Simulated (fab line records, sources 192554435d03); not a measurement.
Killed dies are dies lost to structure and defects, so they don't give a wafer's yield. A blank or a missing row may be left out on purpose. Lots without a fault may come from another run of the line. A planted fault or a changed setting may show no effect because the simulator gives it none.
One fault seen from 3 desks | flow n5_finfet | each desk has only its own numbers; what lay behind them comes last

THE DEFECT DESK
What the inspections along the route counted, lot by lot: means of the sampled wafers that have a number. A lot is out of limits, marked OUT, if its mean lies more than 4 standard deviations from the usual mean; the brackets give that distance.
Columns: A = raw_defect_count at N5_BEOL_M8_INSPECT_30, usual 425
lot  | first seen here | A
L871 | day 10 18:23    | 405
L872 | day 11 09:44    | 436
L874 | day 11 17:25    | 425
L877 | day 12 01:37    | 288
L884 | day 13 10:55    | 393
L887 | day 14 10:50    | 630
This desk's finding: nothing out of limits on any of the 6 lots.

THE METROLOGY DESK
What the gauges read, lot by lot, whatever tool the lot ran on: means of the sampled wafers that have a number. A lot is out of limits, marked OUT, if its mean lies more than 4 standard deviations from the usual mean; the brackets give that distance.
Columns: A = cd_nm at N5_BEOL_M8_CD_MEAS_28, usual 40.11 nm; B = V7_OVL at N5_BEOL_M8_OVL_MEAS_29, usual 0.7 nm
lot  | first seen here | A     | B
L871 | day 10 18:18    | 40.17 | 0.2
L872 | day 11 09:38    | 40.27 | 1.3
L874 | day 11 17:20    | 40.02 | 0.3
L877 | day 12 01:32    | 40.22 | 0.8
L884 | day 13 10:32    | 40.23 | 0.5
L887 | day 14 10:44    | 40.53 | 0.2
This desk's finding: nothing out of limits on any of the 6 lots.

THE TOOL OWNER'S DESK: rie_diel-01
The tool's own readings at N5_BEOL_M8_VIA_ETCH_34 (etches SiCOH lowk in C4F6/O2, target depth 125.5 nm, time 50.5 s): means of the sampled wafers that have a number, for each lot that ran on this tool. A lot is out of limits, marked OUT, if its mean lies more than 4 standard deviations from the usual mean; the brackets give that distance.
Columns: A = drypump_motor_current_A at N5_BEOL_M8_VIA_ETCH_34, usual 5.7 A; B = oes_product_au at N5_BEOL_M8_VIA_ETCH_34, usual 0.80 a.u.; C = rf_vpp_V at N5_BEOL_M8_VIA_ETCH_34, usual 670 V; D = showerhead_plenum_p_Torr at N5_BEOL_M8_VIA_ETCH_34, usual 2.88 Torr; E = throttle_valve_pct at N5_BEOL_M8_VIA_ETCH_34, usual 20.90 %
lot  | first seen here | A   | B    | C   | D    | E
L872 | day 11 09:57    | 5.5 | 0.83 | 665 | 2.95 | 21.03
L874 | day 11 17:38    | 5.8 | 0.92 | 674 | 3.01 | 21.26
L877 | day 12 01:59    | 5.7 | 0.83 | 678 | 2.96 | 21.22
This desk's finding: nothing out of limits on any of the 3 lots.

PUT TOGETHER
The defect desk saw nothing out of limits.
The metrology desk saw nothing out of limits.
The tool owner's desk saw nothing out of limits.

WHAT THE SIMULATOR HAD PUT IN
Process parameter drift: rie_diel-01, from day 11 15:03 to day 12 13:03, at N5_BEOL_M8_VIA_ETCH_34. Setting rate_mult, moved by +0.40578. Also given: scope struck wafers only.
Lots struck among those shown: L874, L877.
